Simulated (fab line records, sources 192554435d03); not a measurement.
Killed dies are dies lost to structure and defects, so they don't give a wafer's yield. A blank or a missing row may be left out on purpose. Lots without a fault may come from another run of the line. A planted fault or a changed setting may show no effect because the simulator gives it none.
Chamber matching | flow n5_finfet | N5_BEOL_M0_SAQP_ETCH_106 on rie_diel-01: 4 sister chambers
The step etches SOC in N2/H2, stops on SiNx, target depth 150 nm. 8 wafers are shown with their chamber, then 9 later ones without.

WAFERS WITH THEIR CHAMBER
wafer  | chamber | showerhead_plenum_p_Torr (Torr) | drypump_motor_current_A (A)
L084.2 | 0       | 2.57                            | 6.2
L084.6 | 1       | 2.49                            | 6.0
L085.1 | 0       | 2.57                            | 6.2
L087.3 | 2       | 2.63                            | 6.0
L087.6 | 3       | 2.52                            | 5.9
L088.1 | 1       | 2.48                            | 6.1
L088.2 | 3       | 2.52                            | 5.9
L088.3 | 2       | 2.63                            | 6.0

WAFERS WITHOUT THEIR CHAMBER
wafer  | showerhead_plenum_p_Torr (Torr) | drypump_motor_current_A (A)
L090.1 | 2.52                            | 5.9
L090.3 | 2.56                            | 6.2
L090.5 | 2.62                            | 6.1
L095.1 | 2.62                            | 6.0
L095.2 | 2.51                            | 5.9
L095.4 | 2.48                            | 6.0
L096.4 | 2.56                            | 6.2
L096.5 | 2.62                            | 6.0
L096.6 | 2.51                            | 5.9

WHICH CHAMBER EACH WENT THROUGH
wafer  | from the rows above | in truth
L090.1 | 3                   | 3
L090.3 | 0                   | 0
L090.5 | 2                   | 2
L095.1 | 2                   | 2
L095.2 | 3                   | 3
L095.4 | 1                   | 1
L096.4 | 0                   | 0
L096.5 | 2                   | 2
L096.6 | 3                   | 3
Placed correctly: 9 of 9. Can't be placed from these rows: 0. Placed wrongly: 0.
How it was worked out, from the rows above alone: a wafer's distance from a chamber is the root of the sum, over the readings, of the square of ((its reading less the chamber's mean) divided by the reading's scatter). The wafer belongs to the nearest chamber; if the next one is less than 2 further off, it can't be placed. A chamber's mean is the mean of its shown wafers. The scatter: the root of (the sum of the squares of (reading less its chamber's mean) over the shown wafers, divided by (wafers less chambers)).
